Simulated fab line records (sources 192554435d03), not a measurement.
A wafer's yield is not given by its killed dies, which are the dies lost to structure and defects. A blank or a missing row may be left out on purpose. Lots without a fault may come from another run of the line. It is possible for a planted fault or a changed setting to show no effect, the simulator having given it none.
Split-lot study / flow n5 finfet / on a route of 1938 steps: 7 lots, 39 wafers read

SPLIT DETAILS
At N5_SD_EPI_P_EPI_21 (deposits SiGe:B, time 355 s), the setting time s was moved away from the recipe's 355 s on 15 of the 39 wafers read, by -31.7% to +57.5%. For the rest of the wafers, this setting stayed at what the recipe calls for.

FROM THE SPLIT ON TO THE READING: in between, the file shows 1 step
- N5_SD_EPI_P_EPI_MEAS_23

THE READING
SiGe-B_of_SD_EPI_P_EPI_21.thk nm (the simulator's own value, which no gauge read), in nm, at N5_SD_EPI_P_HM_STRIP_48 (strips SiNx in H3PO4, material SiNx, target depth 3 nm). There is no usual value for it anywhere in the file. Here, 24 wafers ran the recipe; their average is 60.6 nm with a standard deviation of 0.71 nm.

wafer=L079.1; tool, chamber at the split=epi rpcvd-03, 0; time s as run, s=355; against the recipe=recipe; SiGe-B_of_SD_EPI_P_EPI_21.thk nm, nm=59; against lot-mates on the recipe=-
wafer=L079.2; tool, chamber at the split=epi rpcvd-03, 0; time s as run, s=355; against the recipe=recipe; SiGe-B_of_SD_EPI_P_EPI_21.thk nm, nm=59.2; against lot-mates on the recipe=-
wafer=L079.3; tool, chamber at the split=epi rpcvd-03, 0; time s as run, s=274; against the recipe=-22.8%; SiGe-B_of_SD_EPI_P_EPI_21.thk nm, nm=50.4; against lot-mates on the recipe=-8.9
wafer=L079.6; tool, chamber at the split=epi rpcvd-03, 0; time s as run, s=274; against the recipe=-22.8%; SiGe-B_of_SD_EPI_P_EPI_21.thk nm, nm=50.4; against lot-mates on the recipe=-8.9
wafer=L079.4; tool, chamber at the split=epi rpcvd-03, 0; time s as run, s=355; against the recipe=recipe; SiGe-B_of_SD_EPI_P_EPI_21.thk nm, nm=59.8; against lot-mates on the recipe=-
wafer=L079.5; tool, chamber at the split=epi rpcvd-03, 0; time s as run, s=274; against the recipe=-22.8%; SiGe-B_of_SD_EPI_P_EPI_21.thk nm, nm=50.2; against lot-mates on the recipe=-9.1
wafer=L080.1; tool, chamber at the split=epi rpcvd-01, 0; time s as run, s=499; against the recipe=+40.6%; SiGe-B_of_SD_EPI_P_EPI_21.thk nm, nm=78.4; against lot-mates on the recipe=+17.6
wafer=L080.2; tool, chamber at the split=epi rpcvd-01, 0; time s as run, s=499; against the recipe=+40.6%; SiGe-B_of_SD_EPI_P_EPI_21.thk nm, nm=77.2; against lot-mates on the recipe=+16.4
wafer=L080.3; tool, chamber at the split=epi rpcvd-01, 0; time s as run, s=355; against the recipe=recipe; SiGe-B_of_SD_EPI_P_EPI_21.thk nm, nm=61; against lot-mates on the recipe=-
wafer=L080.6; tool, chamber at the split=epi rpcvd-01, 0; time s as run, s=355; against the recipe=recipe; SiGe-B_of_SD_EPI_P_EPI_21.thk nm, nm=61; against lot-mates on the recipe=-
wafer=L080.4; tool, chamber at the split=epi rpcvd-01, 0; time s as run, s=355; against the recipe=recipe; SiGe-B_of_SD_EPI_P_EPI_21.thk nm, nm=60.4; against lot-mates on the recipe=-
wafer=L080.5; tool, chamber at the split=epi rpcvd-01, 0; time s as run, s=499; against the recipe=+40.6%; SiGe-B_of_SD_EPI_P_EPI_21.thk nm, nm=77; against lot-mates on the recipe=+16.2
wafer=L082.1; tool, chamber at the split=epi rpcvd-04, 0; time s as run, s=242.4; against the recipe=-31.7%; SiGe-B_of_SD_EPI_P_EPI_21.thk nm, nm=44.8; against lot-mates on the recipe=-15.9
wafer=L082.6; tool, chamber at the split=epi rpcvd-04, 0; time s as run, s=242.4; against the recipe=-31.7%; SiGe-B_of_SD_EPI_P_EPI_21.thk nm, nm=44.8; against lot-mates on the recipe=-15.9
wafer=L082.2; tool, chamber at the split=epi rpcvd-04, 0; time s as run, s=355; against the recipe=recipe; SiGe-B_of_SD_EPI_P_EPI_21.thk nm, nm=60.8; against lot-mates on the recipe=-
wafer=L082.3; tool, chamber at the split=epi rpcvd-04, 0; time s as run, s=355; against the recipe=recipe; SiGe-B_of_SD_EPI_P_EPI_21.thk nm, nm=61; against lot-mates on the recipe=-
wafer=L082.4; tool, chamber at the split=epi rpcvd-04, 0; time s as run, s=355; against the recipe=recipe; SiGe-B_of_SD_EPI_P_EPI_21.thk nm, nm=60.4; against lot-mates on the recipe=-
wafer=L082.5; tool, chamber at the split=epi rpcvd-04, 0; time s as run, s=242.4; against the recipe=-31.7%; SiGe-B_of_SD_EPI_P_EPI_21.thk nm, nm=44.6; against lot-mates on the recipe=-16.1
wafer=L086.1; tool, chamber at the split=epi rpcvd-04, 0; time s as run, s=355; against the recipe=recipe; SiGe-B_of_SD_EPI_P_EPI_21.thk nm, nm=62.2; against lot-mates on the recipe=-
wafer=L086.2; tool, chamber at the split=epi rpcvd-04, 0; time s as run, s=524.6; against the recipe=+47.8%; SiGe-B_of_SD_EPI_P_EPI_21.thk nm, nm=80.8; against lot-mates on the recipe=+19.2
wafer=L086.3; tool, chamber at the split=epi rpcvd-04, 0; time s as run, s=524.6; against the recipe=+47.8%; SiGe-B_of_SD_EPI_P_EPI_21.thk nm, nm=81.2; against lot-mates on the recipe=+19.6
wafer=L086.4; tool, chamber at the split=epi rpcvd-04, 0; time s as run, s=355; against the recipe=recipe; SiGe-B_of_SD_EPI_P_EPI_21.thk nm, nm=61.6; against lot-mates on the recipe=-
wafer=L086.5; tool, chamber at the split=epi rpcvd-04, 0; time s as run, s=355; against the recipe=recipe; SiGe-B_of_SD_EPI_P_EPI_21.thk nm, nm=61; against lot-mates on the recipe=-
wafer=L086.6; tool, chamber at the split=epi rpcvd-04, 0; time s as run, s=524.6; against the recipe=+47.8%; SiGe-B_of_SD_EPI_P_EPI_21.thk nm, nm=82.2; against lot-mates on the recipe=+20.6
wafer=L087.1; tool, chamber at the split=epi rpcvd-01, 0; time s as run, s=355; against the recipe=recipe; SiGe-B_of_SD_EPI_P_EPI_21.thk nm, nm=60.6; against lot-mates on the recipe=-
wafer=L087.5; tool, chamber at the split=epi rpcvd-01, 0; time s as run, s=355; against the recipe=recipe; SiGe-B_of_SD_EPI_P_EPI_21.thk nm, nm=60.6; against lot-mates on the recipe=-
wafer=L087.2; tool, chamber at the split=epi rpcvd-01, 0; time s as run, s=355; against the recipe=recipe; SiGe-B_of_SD_EPI_P_EPI_21.thk nm, nm=60.4; against lot-mates on the recipe=-
wafer=L087.3; tool, chamber at the split=epi rpcvd-01, 0; time s as run, s=559.3; against the recipe=+57.5%; SiGe-B_of_SD_EPI_P_EPI_21.thk nm, nm=82.2; against lot-mates on the recipe=+21.7
wafer=L087.4; tool, chamber at the split=epi rpcvd-01, 0; time s as run, s=559.3; against the recipe=+57.5%; SiGe-B_of_SD_EPI_P_EPI_21.thk nm, nm=84; against lot-mates on the recipe=+23.5
wafer=L087.6; tool, chamber at the split=epi rpcvd-01, 0; time s as run, s=559.3; against the recipe=+57.5%; SiGe-B_of_SD_EPI_P_EPI_21.thk nm, nm=82.8; against lot-mates on the recipe=+22.3
wafer=L088.1; tool, chamber at the split=epi rpcvd-01, 0; time s as run, s=355; against the recipe=recipe; SiGe-B_of_SD_EPI_P_EPI_21.thk nm, nm=59.4; against lot-mates on the recipe=-
wafer=L088.2; tool, chamber at the split=epi rpcvd-01, 0; time s as run, s=355; against the recipe=recipe; SiGe-B_of_SD_EPI_P_EPI_21.thk nm, nm=60.6; against lot-mates on the recipe=-
wafer=L088.3; tool, chamber at the split=epi rpcvd-01, 0; time s as run, s=355; against the recipe=recipe; SiGe-B_of_SD_EPI_P_EPI_21.thk nm, nm=60.4; against lot-mates on the recipe=-
wafer=L088.4; tool, chamber at the split=epi rpcvd-01, 0; time s as run, s=355; against the recipe=recipe; SiGe-B_of_SD_EPI_P_EPI_21.thk nm, nm=61.4; against lot-mates on the recipe=-
wafer=L088.5; tool, chamber at the split=epi rpcvd-01, 0; time s as run, s=355; against the recipe=recipe; SiGe-B_of_SD_EPI_P_EPI_21.thk nm, nm=60.2; against lot-mates on the recipe=-
wafer=L088.6; tool, chamber at the split=epi rpcvd-01, 0; time s as run, s=355; against the recipe=recipe; SiGe-B_of_SD_EPI_P_EPI_21.thk nm, nm=60.8; against lot-mates on the recipe=-
wafer=L096.1; tool, chamber at the split=epi rpcvd-04, 0; time s as run, s=355; against the recipe=recipe; SiGe-B_of_SD_EPI_P_EPI_21.thk nm, nm=61; against lot-mates on the recipe=-
wafer=L096.3; tool, chamber at the split=epi rpcvd-04, 0; time s as run, s=355; against the recipe=recipe; SiGe-B_of_SD_EPI_P_EPI_21.thk nm, nm=61; against lot-mates on the recipe=-
wafer=L096.6; tool, chamber at the split=epi rpcvd-04, 0; time s as run, s=355; against the recipe=recipe; SiGe-B_of_SD_EPI_P_EPI_21.thk nm, nm=60.8; against lot-mates on the recipe=-

FIT RESULTS
A straight line over all 39 wafers: SiGe-B_of_SD_EPI_P_EPI_21.thk nm changes by +0.427 nm for each +1% of time s; r = +1.00; the points scatter about the line by 1.1 nm.
The same after taking each lot's own level away (the mean of its wafers on the recipe; 39 wafers): +0.417 nm for each +1%; r = +1.00; scatter 0.97 nm.
That fit puts the effect of the largest move of time s on the reading at 24 nm.
Measured against the standard deviation above, the lots' own levels, which go from 59.33 to 61.60 nm, span 3.2 times it.
Hence the lot-to-lot level has little effect on the slope; both slopes agree.
Check: for one of the wafers moved furthest among these (+57.5%), held out of the fit, the line's prediction against its lot-mates is +24 nm. Against them it came out at +21.7 nm.

THE OTHER SPLITS THESE WAFERS WENT THROUGH
Other splits were also applied to these wafers ahead of the reading. Each is held against what the fit with the lots' levels taken away leaves over:
other split on the same wafers=N5_FIN_SAQP_HM_DEP_72 target thk a; wafers away from the commonest value=12; r with SiGe-B_of_SD_EPI_P_EPI_21.thk nm (lot level and that fit taken away)=-0.05

THE WHOLE CHAIN: every reading that the file lists as answering this split, in the file's order
step=N5_SD_EPI_P_EPI_21; what it does=deposits SiGe:B, time 355 s; reading=SiGe-B_of_SD_EPI_P_EPI_21.thk nm (the simulator's own value, which no gauge read); change (the file's fit)=+0.416 nm for each +1% of the setting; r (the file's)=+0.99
step=N5_SD_EPI_P_EPI_MEAS_23; what it does=; reading=thk nm; change (the file's fit)=withheld for each +1% of the setting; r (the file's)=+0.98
step=N5_SD_EPI_P_HM_STRIP_48; what it does=strips SiNx in H3PO4, material SiNx, target depth 3 nm; reading=SiGe-B_of_SD_EPI_P_EPI_21.thk nm (the simulator's own value, which no gauge read); change (the file's fit)=+0.414 nm for each +1% of the setting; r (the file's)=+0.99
step=N5_SD_ACTIVATION_RS_MEAS_03; what it does=measures by four-point-probe; reading=RS_SD_P; change (the file's fit)=not straight: 76.9 at the lowest setting, 56.3 at the recipe, 41.5 at the highest; r (the file's)=not given

FILE'S OWN FIT
SiGe-B_of_SD_EPI_P_EPI_21.thk nm changes by +0.414 nm for each +1% of time s, r = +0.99.
